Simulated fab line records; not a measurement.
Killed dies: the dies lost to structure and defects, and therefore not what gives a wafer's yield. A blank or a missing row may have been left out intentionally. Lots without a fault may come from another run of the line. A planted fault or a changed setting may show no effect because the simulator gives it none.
Matching of chambers / flow n5-finfet / rie-diel-06 running N5_BEOL_M5_ETCH_61: 4 sister chambers
The step etches SiARC in CF4, target depth 15.6 nm, time 26 s. 4 wafers are shown with their chamber, then 10 later ones without.

== WAFERS PAIRED WITH THEIR CHAMBERS ==
wafer=L087.1; chamber=2; showerhead-plenum-p-Torr (Torr)=2.10
wafer=L087.2; chamber=0; showerhead-plenum-p-Torr (Torr)=2.04
wafer=L091.3; chamber=3; showerhead-plenum-p-Torr (Torr)=1.98
wafer=L091.4; chamber=1; showerhead-plenum-p-Torr (Torr)=2.25

== WAFERS WITH NO CHAMBER GIVEN ==
wafer=L091.6; showerhead-plenum-p-Torr (Torr)=2.03
wafer=L092.2; showerhead-plenum-p-Torr (Torr)=2.03
wafer=L092.4; showerhead-plenum-p-Torr (Torr)=2.25
wafer=L092.6; showerhead-plenum-p-Torr (Torr)=2.03
wafer=L094.1; showerhead-plenum-p-Torr (Torr)=1.98
wafer=L094.2; showerhead-plenum-p-Torr (Torr)=2.09
wafer=L094.3; showerhead-plenum-p-Torr (Torr)=2.25
wafer=L096.2; showerhead-plenum-p-Torr (Torr)=1.98
wafer=L096.3; showerhead-plenum-p-Torr (Torr)=2.25
wafer=L096.5; showerhead-plenum-p-Torr (Torr)=1.98

== WHICH CHAMBER EACH WENT THROUGH ==
wafer=L091.6; from the rows above=0; in truth=0
wafer=L092.2; from the rows above=0; in truth=0
wafer=L092.4; from the rows above=1; in truth=1
wafer=L092.6; from the rows above=0; in truth=0
wafer=L094.1; from the rows above=3; in truth=3
wafer=L094.2; from the rows above=2; in truth=2
wafer=L094.3; from the rows above=1; in truth=1
wafer=L096.2; from the rows above=3; in truth=3
wafer=L096.3; from the rows above=1; in truth=1
wafer=L096.5; from the rows above=3; in truth=3
Correct placement for 10 of the 10. Can't be placed from these rows: 0. Number placed wrongly: 0.
How it was worked out, from the rows above alone: a wafer's distance from a chamber is the root of the sum, over the readings, of the square of ((its reading less the chamber's mean) divided by the reading's scatter). If the next closest chamber is less than 2 further off than the closest, the wafer can't be placed; otherwise it belongs to the closest. A chamber's mean is the mean of its shown wafers. The scatter (one wafer shown for each chamber): square how far every hidden wafer sits from the nearest shown wafer, average those squares and take the square root.
